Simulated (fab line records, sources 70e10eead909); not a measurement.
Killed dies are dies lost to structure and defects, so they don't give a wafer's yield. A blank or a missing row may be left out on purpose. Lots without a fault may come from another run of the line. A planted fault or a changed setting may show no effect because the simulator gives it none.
Problem report in the 8D (eight disciplines) form, filled by code | flow nand_harc | the parts of the form that need people (team, actions taken, sign-off) are left out

1. THE PROBLEM
killed_at_array at NHARC_END_SORT_01 reads a mean of 336 on 1 wafer of 1 lot; wafers without a fault read 27 with a standard deviation of 11. That is +28 standard deviations from the usual mean.
First seen on wafer L272.3, day 23 06:13, on prober-01. The record holds 36 wafers of 12 lots with a number at this step. Rule for "out", or "out of limits": more than 4 standard deviations from the usual mean. The other wafers with a number count as sound.

2. WHAT IT IS AND WHAT IT IS NOT
question                    | is                           | is not
which readings at this step | killed_at_array, killed_dies | killed_at_other, killed_at_periphery, killed_open, killed_short
which lots                  | L272                         | L261, L262, L263, L264, L265, L267, L268, L277, L278, L279, L280
which wafers of those lots  | L272.3                       | L272.1, L272.4
read on which gauges        | prober-01                    | prober-02
when                        | from day 23 06:13            | up to then (22 sound wafers); but 13 sound wafers of L272, L277, L278, L279, L280 came after

3. SUSPECTS, AND WHAT RULES EACH OUT
Counting: a tool at a process step up to the reading stays a suspect if it ran every lot that is out. Sound lots after the first of them don't rule it out here, since some wafers of a struck lot are sound.
- the gauge at NHARC_END_SORT_01: ruled out. All the wafers that are out were read on prober-01, but those of them that NHARC_A_STAIRCASE_ETCH_190 has rows for are out there too, on other tools.
- rie_diel-01 at NHARC_A_STAIRCASE_ETCH_188 (etches the open film in C4F8/O2, target depth 100 nm, time 40.5 s): kept. It ran the lot that is out, L272 (day 14 16:10); its last sound lot up to then is L268 (day 13 21:13). NHARC_A_STAIRCASE_ETCH_188 gives no start for some lots, so the hours and the order of its lots are those of NHARC_A_STAIRCASE_ETCH_190.
- rie_diel-01 at NHARC_A_STAIRCASE_ETCH_190 (etches the open film in C4F8/O2, target depth 100 nm, time 40.5 s): kept. It ran the lot that is out, L272 (day 14 16:10); its last sound lot up to then is L268 (day 13 21:13). Its own readings are out on those wafers: run_length_s.
- rie_diel-01 at NHARC_A_STAIRCASE_TRIM_191 (chemistry O2, time 211.2 s): kept. It ran the lot that is out, L272 (day 23 04:37); its last sound lot up to then is L268 (day 21 18:23). NHARC_A_STAIRCASE_TRIM_191 gives no start for some lots, so the hours and the order of its lots are those of NHARC_END_SORT_01.
- rie_diel-04 at NHARC_A_STAIRCASE_TRIM_198 (chemistry O2, time 211.2 s): kept. It ran the lot that is out, L272 (day 23 04:37); its last sound lot up to then is L264 (day 20 16:48). NHARC_A_STAIRCASE_TRIM_198 gives no start for some lots, so the hours and the order of its lots are those of NHARC_END_SORT_01.
- Within rie_diel-01 at NHARC_A_STAIRCASE_ETCH_188: the wafers that are out ran in chamber 0; their sound lot-mates ran in chambers 1, 3.
- Within rie_diel-01 at NHARC_A_STAIRCASE_ETCH_190: the wafers that are out ran in chamber 0; their sound lot-mates ran in chambers 1, 2.
- Within rie_diel-01 at NHARC_A_STAIRCASE_TRIM_191: the wafers that are out ran in chamber 3; their sound lot-mates ran in chambers 0, 1.
- Within rie_diel-04 at NHARC_A_STAIRCASE_TRIM_198: the wafers that are out ran in chamber 2; their sound lot-mates ran in chambers 0, 1.
Left after counting: rie_diel-01 at NHARC_A_STAIRCASE_ETCH_188, rie_diel-01 at NHARC_A_STAIRCASE_ETCH_190, rie_diel-01 at NHARC_A_STAIRCASE_TRIM_191, rie_diel-04 at NHARC_A_STAIRCASE_TRIM_198.

4. THE CAUSE (what the simulator had put in)
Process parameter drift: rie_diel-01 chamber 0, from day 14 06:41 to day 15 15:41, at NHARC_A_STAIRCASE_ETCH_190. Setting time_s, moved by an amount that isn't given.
Counting left 4 suspects, and this tool is among them.

5. THE CHAIN OF EFFECTS, in route order
Each row: a reading whose mean over the struck wafers that have a number lies more than 3 standard deviations from the usual. Only readings for which the record gives a usual standard deviation are gone through. hours: the time from each lot's start at the first step in this table that gives one to its start at this step, as a median over the lots. sigmas: the change in usual standard deviations.
hours | step                       | reading         | usual  | on struck wafers | change | sigmas
0     | NHARC_A_STAIRCASE_ETCH_190 | run_length_s    | 61.8 s | 72.3             | +10.5  | +19
206   | NHARC_END_SORT_01          | killed_at_array | 27     | 336              | +309   | +28
206   | NHARC_END_SORT_01          | killed_dies     | 31     | 341              | +310   | +26
The process steps in it:
- NHARC_A_STAIRCASE_ETCH_190: etches the open film in C4F8/O2, target depth 100 nm, time 40.5 s.

6. WHAT WOULD HAVE CAUGHT IT SOONER
In this record the first reading out of limits at a measuring or inspecting step was taken at day 23 06:13, 216 hours after the fault began at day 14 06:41.
The tool's own readings at NHARC_A_STAIRCASE_ETCH_190 were out on every struck wafer that the step has a row for (run_length_s): an alarm limit on them would have fired on the first of those.
All the lots that are out (1) had begun NHARC_A_STAIRCASE_ETCH_190 on rie_diel-01 by day 23 06:13. A hold on the tool at that time would have spared none of them.
